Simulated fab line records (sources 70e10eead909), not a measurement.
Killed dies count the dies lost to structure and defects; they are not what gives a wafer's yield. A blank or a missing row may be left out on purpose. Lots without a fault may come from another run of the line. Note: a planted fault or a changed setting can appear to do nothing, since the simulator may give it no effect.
Matching of chambers + flow nand-harc + NHARC_A_STAIRCASE_ALD_420 on ald-hk-01: 4 sister chambers
The step deposits SiO2, target thk 20 nm, pulse time 6 s, ald cycles 200. 20 wafers are shown with their chamber, then 10 later ones without.

EACH WAFER AND ITS CHAMBER
| wafer  | chamber | heater-power-w (W) | precursor-pulse-height-rel |
|--------|---------|--------------------|----------------------------|
| L078.1 | 1       | 443                | 0.964                      |
| L078.4 | 3       | 475                | 0.981                      |
| L078.6 | 2       | 520                | 1.007                      |
| L081.1 | 2       | 521                | 1.002                      |
| L081.5 | 3       | 498                | 1.032                      |
| L081.6 | 2       | 531                | 1.003                      |
| L081.2 | 3       | 500                | 1.021                      |
| L081.3 | 0       | 463                | 1.039                      |
| L081.4 | 1       | 460                | 1.009                      |
| L083.1 | 1       | 447                | 1.011                      |
| L083.5 | 1       | 451                | 1.014                      |
| L083.6 | 0       | 481                | 0.990                      |
| L084.1 | 2       | 538                | 0.987                      |
| L084.5 | 2       | 515                | 1.036                      |
| L084.6 | 3       | 486                | 0.975                      |
| L087.3 | 0       | 463                | 1.011                      |
| L087.4 | 1       | 437                | 1.034                      |
| L087.5 | 2       | 538                | 0.967                      |
| L092.1 | 0       | 465                | 0.994                      |
| L092.4 | 1       | 454                | 0.996                      |

SIGNATURES, as means of the wafers listed above
| reading                    | chamber 0 | chamber 1 | chamber 2 | chamber 3 | scatter within a chamber |
|----------------------------|-----------|-----------|-----------|-----------|--------------------------|
| heater-power-w             | 468.00    | 448.67    | 527.17    | 489.75    | 9.53                     |
| precursor-pulse-height-rel | 1.00850   | 1.00467   | 1.00033   | 1.00225   | 0.0241                   |
Rule: distance of a wafer from a chamber = root of the sum over the readings of ((wafer's reading minus chamber's mean) / reading's scatter) squared. The wafer belongs to the nearest chamber; if the next one is less than 2 further off, it can't be placed. How the scatter is found: for the shown wafers, subtract from each reading the mean of its chamber, square and add these, divide the total by (wafers less chambers), then take the root.

WAFERS WITHOUT THEIR CHAMBER
| wafer  | heater-power-w (W) | precursor-pulse-height-rel |
|--------|--------------------|----------------------------|
| L092.5 | 511                | 1.016                      |
| L090.2 | 451                | 0.950                      |
| L090.4 | 455                | 0.991                      |
| L090.5 | 464                | 0.983                      |
| L091.3 | 535                | 0.986                      |
| L091.4 | 442                | 0.999                      |
| L091.5 | 521                | 1.010                      |
| L093.1 | 497                | 0.978                      |
| L093.2 | 451                | 0.948                      |
| L093.5 | 520                | 0.985                      |

EACH ONE'S CHAMBER
| wafer  | from the rows above          | in truth |
|--------|------------------------------|----------|
| L092.5 | can't be placed: 2 or 3      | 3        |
| L090.2 | can't be placed: 1 or 0      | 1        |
| L090.4 | can't be placed: 1 or 0      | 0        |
| L090.5 | can't be placed: 0 or 1 or 3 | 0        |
| L091.3 | 2                            | 2        |
| L091.4 | 1                            | 1        |
| L091.5 | 2                            | 2        |
| L093.1 | 3                            | 3        |
| L093.2 | can't be placed: 1 or 0      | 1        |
| L093.5 | 2                            | 2        |
Correctly placed: 5 of 10. From these rows, 5 cannot be placed; in 5 the true chamber is one of the candidates. Wrongly placed: 0.
